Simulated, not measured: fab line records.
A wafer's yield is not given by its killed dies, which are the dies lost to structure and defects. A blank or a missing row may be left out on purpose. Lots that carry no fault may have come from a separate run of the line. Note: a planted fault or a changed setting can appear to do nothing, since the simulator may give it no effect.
Struck lot and sound lot, side by side -- flow nand harc -- 43 steps out of a route of 1302
Sound: the wafers L970.1, L970.2, L970.6. Struck: wafers L990.1, L990.5, L990.6. The cause is given at the end.
For every step that has rows: the tool of each side, followed by ch and its chambers, followed by its first start. Under that, the readings that differ: sound wafers -- struck wafers -- difference of the means -- sigmas: that difference in standard deviations of wafers without a fault.
alike: words and numbers the same on both sides, and readings whose means are apart by under 2 such deviations; not compared: readings that were withheld, readings missing a value for some wafer, numbers with overlapping values and no deviation given by the record, and bounds like >300 which may hide the same value.
A row with sigmas, a row that says differs or no value, or rows on one side alone: a step with any of these is where the two part. When numbers do not overlap yet have no deviation, they are printed without sigmas and do not part them. Lack of a reading on every wafer of one side parts them only where that side has two or more wafers.

NHARC_P_GATE_CD_MEAS_46 targets a cd of 720 nm.
  sound on cd sem-02 ch 0, day 5 21:23; struck on cd sem-01 ch 0, day 14 21:10
  alike: cd nm
then, 11 steps without rows for these wafers: NHARC_P_GATE_HARDBAKE_47 (time 80 s); NHARC_P_GATE_DESCUM_48 (chemistry O2, time 3 s); NHARC_P_GATE_IMPLANT_49; NHARC_P_GATE_STRIP_111 (strips in N2/H2, time 250 s); NHARC_P_GATE_STRIP_75 (strips in O2); NHARC_P_GATE_STRIP_50 (strips in SPM, time 900 s); NHARC_P_GATE_DEHYDRATE_51 (time 120 s); NHARC_P_GATE_HMDS_52 (time 30 s); NHARC_P_GATE_COAT_53; NHARC_P_GATE_SOFTBAKE_54 (time 95 s); NHARC_P_GATE_EBR_55.
NHARC_P_GATE_EXPOSE_56: exposes mask P PSD, target cd 720 nm.
  sound on krf scanner-01 ch 0, day 5 23:00; struck on krf scanner-04 ch 0, day 14 22:46
reading,sound,struck,difference,sigmas
model.P_GATE.overlay x nm (nm),9.422 9.422 9.422,-94.29 -94.29 -94.29,-103.71,
  alike: mask
then, 2 steps without rows for these wafers: NHARC_P_GATE_PEB_57 (peb time 85 s); NHARC_P_GATE_DEVELOP_58 (time 70 s).
NHARC_P_GATE_CD_MEAS_59 targets a cd of 720 nm.
  sound on cd sem-01 ch 0, day 5 23:10; struck on cd sem-03 ch 0, day 14 22:55
  alike: cd nm
then, 4 steps without rows for these wafers: NHARC_P_GATE_HARDBAKE_60 (time 80 s); NHARC_P_GATE_DESCUM_61 (chemistry O2, time 3 s); NHARC_P_GATE_IMPLANT_62; NHARC_P_GATE_STRIP_112 (strips in N2/H2, time 200 s).
NHARC_P_GATE_STRIP_76: strips in O2.
  sound on plasma asher-01 ch 0,1, day 5 23:57; struck on plasma asher-01 ch 0,1, day 14 23:43
  alike: drypump motor current A, heater power w
  not compared: rf hours counter h
then, 9 steps without rows for these wafers: NHARC_P_GATE_STRIP_63 (strips in SPM, time 900 s); NHARC_P_GATE_DEHYDRATE_83 (time 120 s); NHARC_P_GATE_HMDS_84 (time 30 s); NHARC_P_GATE_COAT_85; NHARC_P_GATE_SOFTBAKE_86 (time 95 s); NHARC_P_GATE_EBR_87; NHARC_P_GATE_EXPOSE_88 (exposes mask P HVN, target cd 2000 nm); NHARC_P_GATE_PEB_89 (peb time 85 s); NHARC_P_GATE_DEVELOP_90 (time 70 s).
NHARC_P_GATE_CD_MEAS_91 targets a cd of 2000 nm.
  sound on cd sem-03 ch 0, day 6 00:52; struck on cd sem-02 ch 0, day 15 00:30
  alike: cd nm
then, 1 step without rows for these wafers: NHARC_P_GATE_HARDBAKE_92 (time 80 s).
NHARC_P_GATE_DESCUM_93: chemistry O2, time 3 s.
  sound on rie diel-12 ch 2,3, day 6 01:02; struck on rie diel-03 ch 0,1, day 15 00:40
  alike: drypump motor current A, oes product au, rf vpp V, showerhead plenum p Torr, throttle valve pct
  not compared: rf hours counter h
next, for these wafers, 1 step has no rows: NHARC_P_GATE_IMPLANT_94.
NHARC_P_GATE_STRIP_113: strips in N2/H2, time 740 s.
  sound on plasma asher-01 ch 0,1, day 6 01:24; struck on plasma asher-02 ch 0,1, day 15 01:03
  alike: drypump motor current A, heater power w
  not compared: rf hours counter h
then, 2 steps without rows for these wafers: NHARC_P_GATE_STRIP_95 (strips in O2); NHARC_P_GATE_STRIP_96 (strips in SPM, time 900 s).
NHARC_P_GATE_RTA_64: time 1 s.
  sound on rtp anneal-01 ch 0, day 6 02:48; struck on rtp anneal-02 ch 0, day 15 02:20
reading,sound,struck,difference,sigmas
lamp_zone_7_pct (%),43 43 43,33 33 33,-10,-2
  alike: lamp power pct, lamp_zone_2_pct, wafer_temp_C_max
then, 1 step without rows for these wafers: NHARC_P_GATE_ETCH_77 (etches SiO2 in dHF, target depth 6 nm).
NHARC_P_GATE_DEGAS_109: time 60 s.
  struck on pvd sputter-01, day 15 02:38; sound on pvd sputter-01, day 6 03:06
  alike: heater power w
then, 2 steps without rows for these wafers: NHARC_P_GATE_PRE_CLEAN_110 (time 30 s); NHARC_P_GATE_SPUTTER_78 (material Ni, target thk 10 nm).
-- break in the record here, with 18 days between the starts of the struck wafers on either side (left off in module P_GATE, picked up again in module END, where the first step shown is number 1302 on the route) --
NHARC_END_SORT_01:
  here the record holds rows for the struck wafers (prober-01 ch 0, day 33 12:15) but none for the sound ones

## WHERE THEY PART
Last at NHARC_END_SORT_01 as far as this record goes, first at NHARC_P_GATE_RTA_64.

WHY: whatever the simulator had introduced
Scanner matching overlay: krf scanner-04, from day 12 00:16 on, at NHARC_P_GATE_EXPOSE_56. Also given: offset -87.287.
